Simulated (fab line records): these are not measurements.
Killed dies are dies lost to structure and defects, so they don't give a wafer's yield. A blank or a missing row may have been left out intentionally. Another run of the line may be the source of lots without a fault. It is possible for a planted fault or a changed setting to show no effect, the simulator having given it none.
A struck lot beside a sound one / flow n5Finfet / 16 out of 1938 route steps
Sound: the wafers L337.1, L337.4, L337.6. Struck: wafer L350.3. (L350.4, L350.6 of the same lot were not struck and are left out.) The cause comes at the end.
Order at every step that has rows: each side's tool, ch and its chambers, its first start. Under that, the readings that differ: sound wafers / struck wafers / difference of the means / sigmas: that difference in standard deviations of wafers without a fault.
alike: a reading whose means differ by less than 2 such deviations, as well as words and numbers matching on both sides. not compared: withheld readings; readings where some wafer has no value; bounds like >300 that might hide an equal value; numbers whose values overlap and for which the record gives no deviation.
Wherever a step has rows on one side only, a row that says differs or no value, or a row with sigmas, the two part there. Numbers that have no deviation but don't overlap get no sigmas and don't part them. A reading missing from all wafers of one side parts the sides only when that side holds two or more wafers.

first, 9 steps without rows for these wafers: N5_BEOL_M4_COAT_61 (time 60 s, resist thk 60 nm); N5_BEOL_M4_COAT_62 (time 60 s, resist thk 12 nm); N5_BEOL_M4_COAT_73 (time 60 s, resist thk 5 nm); N5_BEOL_M4_COAT_05 (resist thk 30 nm); N5_BEOL_M4_EBR_07; N5_BEOL_M4_SOFTBAKE_06 (time 60 s); N5_BEOL_M4_EXPOSE_08 (exposes mask M4); N5_BEOL_M4_PEB_09 (peb time 60 s); N5_BEOL_M4_DEVELOP_10 (develop time 30 s).
N5_BEOL_M4_CD_MEAS_11: the cd target is 16.79 nm.
  sound on cdSem-02 ch 0, day 9 16:19; struck on cdSem-03 ch 0, day 13 19:10
  alike: cdNm
N5_BEOL_M4_OVL_MEAS_12:
  sound on overlay-02 ch 0, day 9 16:20; struck on overlay-02 ch 0, day 13 19:13
reading=M4_OVL (nm); sound=1.3 0.9 0.4; struck=-1.0; difference=-1.9; sigmas=-3
N5_BEOL_M4_INSPECT_13: inspects for defects (brightfield).
  sound on defectInspect-02, day 9 16:24; struck on defectInspect-02, day 13 19:15
  alike: rawDefectCount
N5_BEOL_M4_DESCUM_16: chemistry O2, time 7 s.
  sound on rieDiel-03 ch 1,3, day 9 16:26; struck on rieDiel-01 ch 2, day 13 19:18
reading=model.CAR-EUV_of_BEOL_M4_COAT_05.thkNm (nm); sound=26 26 26.2; struck=25.8; difference=-0.3; sigmas=
  alike: drypumpMotorCurrentA, oesProductAu, rfVppV, showerheadPlenumPTorr, throttleValvePct
  not compared: rfHoursCounterH
N5_BEOL_M4_ETCH_74: etches underlayer in N2/H2, target depth 6.5 nm, time 5.2 s.
  sound on rieDiel-03 ch 1,3, day 9 16:28; struck on rieDiel-01 ch 2, day 13 19:20
  alike: drypumpMotorCurrentA, etchRfOnTimeS, oesProductAu, rfVppV, showerheadPlenumPTorr, throttleValvePct
  not compared: rfHoursCounterH
N5_BEOL_M4_RC_MEAS_101:
  sound on prober-01 ch 0, day 10 00:01; struck on prober-02 ch 0, day 14 02:08
reading=SS_N (mV/dec); sound=71.4 72.1 72.9; struck=74.0; difference=+1.9; sigmas=+3
  alike: DIBL_N, DIBL_P, IOFF_N, IOFF_P, ION_N, ION_P, SS_P, VT_N, VT_P
-- record jumps: 5 days separate the struck wafers' starts on either side; left off in module BEOL_M4, taken up again in module PASSIVATION, whose first shown step is the route's number 1936 --
N5_PASSIVATION_PROBE_49:
  rows exist in the record for the struck wafers here (prober-02, day 18 20:52), but not for the sound ones

## WHERE THEY PART
First at N5_BEOL_M4_OVL_MEAS_12; last, within this record, at N5_PASSIVATION_PROBE_49.

WHY: whatever the simulator had introduced
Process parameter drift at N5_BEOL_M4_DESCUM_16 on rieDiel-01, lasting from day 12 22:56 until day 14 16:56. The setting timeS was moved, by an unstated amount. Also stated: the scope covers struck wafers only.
